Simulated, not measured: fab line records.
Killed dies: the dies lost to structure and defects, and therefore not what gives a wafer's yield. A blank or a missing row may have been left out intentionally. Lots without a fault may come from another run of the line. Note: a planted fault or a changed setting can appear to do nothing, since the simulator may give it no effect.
A struck lot beside a sound one	flow n5 finfet	18 steps out of a route of 1938
Sound: the wafers L541.1, L541.4, L541.6. Wafers struck: L534.1, L534.5, L534.6. At the end, the cause is stated.
Order at every step that has rows: each side's tool, ch and its chambers, its first start. Under that, the readings that differ: sound wafers	struck wafers	difference of the means	sigmas: that difference in standard deviations of wafers without a fault.
alike: a reading whose means differ by less than 2 such deviations, as well as words and numbers matching on both sides. not compared: withheld readings; readings where some wafer has no value; bounds like >300 that might hide an equal value; numbers whose values overlap and for which the record gives no deviation.
The two part at a step that has a row with sigmas, a row that says differs or no value, or rows on one side only. Numbers that have no deviation but don't overlap get no sigmas and don't part them. Lack of a reading on every wafer of one side parts them only where that side has two or more wafers.

first, 10 steps without rows for these wafers: N5_ZERO_LAYER_HARDBAKE_23 (time 120 s); N5_ZERO_LAYER_DESCUM_16 (chemistry O2, time 7.9 s); N5_ZERO_LAYER_ETCH_17 (etches SiO2 in CF4, target depth 12 nm, time 13.3 s); N5_ZERO_LAYER_ETCH_18 (etches Si in HBr/Cl2, target depth 120 nm, time 40 s); N5_ZERO_LAYER_STRIP_24 (strips in O2); N5_ZERO_LAYER_STRIP_19 (strips in SPM, time 900 s); N5_WELL_APT_HMDS_01 (time 60 s); N5_WELL_APT_COAT_02 (resist thk 950 nm); N5_WELL_APT_EBR_04; N5_WELL_APT_SOFTBAKE_03 (time 60 s).
N5_WELL_APT_EXPOSE_05: exposes mask NWELL, defocus 0 nm, target cd 200 nm.
  struck on krf scanner-01, day 4 07:31; sound on krf scanner-02 ch 0, day 6 01:38
  no value came back on the struck wafers for exposure dose mJ cm2, focus offset nm (nm); on the sound wafers exposure dose mJ cm2 reads 20.276 20.285 20.272
  alike: mask
then, 3 steps without rows for these wafers: N5_WELL_APT_PEB_06 (peb time 90 s); N5_WELL_APT_DEVELOP_07 (develop time 45 s); N5_WELL_APT_HARDBAKE_12 (time 120 s).
N5_WELL_APT_CD_MEAS_08: target cd 200 nm.
  sound on cd sem-01 ch 0, day 6 01:49; struck on cd sem-02 ch 0, day 4 07:41
reading	sound	struck	difference	sigmas
cd nm (nm)	198.4 197.9 198.2	- - -	no value on the struck wafers	
N5_WELL_APT_OVL_MEAS_09:
  sound on overlay-02 ch 0, day 6 01:50; struck on overlay-01 ch 0, day 4 07:43
reading	sound	struck	difference	sigmas
NWELL_OVL (nm)	13 2 6	- - -	no value on the struck wafers	
N5_BEOL_M4_RC_MEAS_101:
  the record has rows for the sound wafers here (prober-02 ch 0, day 15 19:31) and none for the struck ones
-- record jumps: 15 days separate the struck wafers' starts on either side; left off in module BEOL_M4, taken up again in module PASSIVATION, whose first shown step is the route's number 1936 --
N5_PASSIVATION_PROBE_49:
  the record has rows for the struck wafers here (prober-01, day 19 18:33) and none for the sound ones

WHERE THEY PART
Last at N5_PASSIVATION_PROBE_49 as far as this record goes, first at N5_WELL_APT_EXPOSE_05.

WHY: what the simulator had put in
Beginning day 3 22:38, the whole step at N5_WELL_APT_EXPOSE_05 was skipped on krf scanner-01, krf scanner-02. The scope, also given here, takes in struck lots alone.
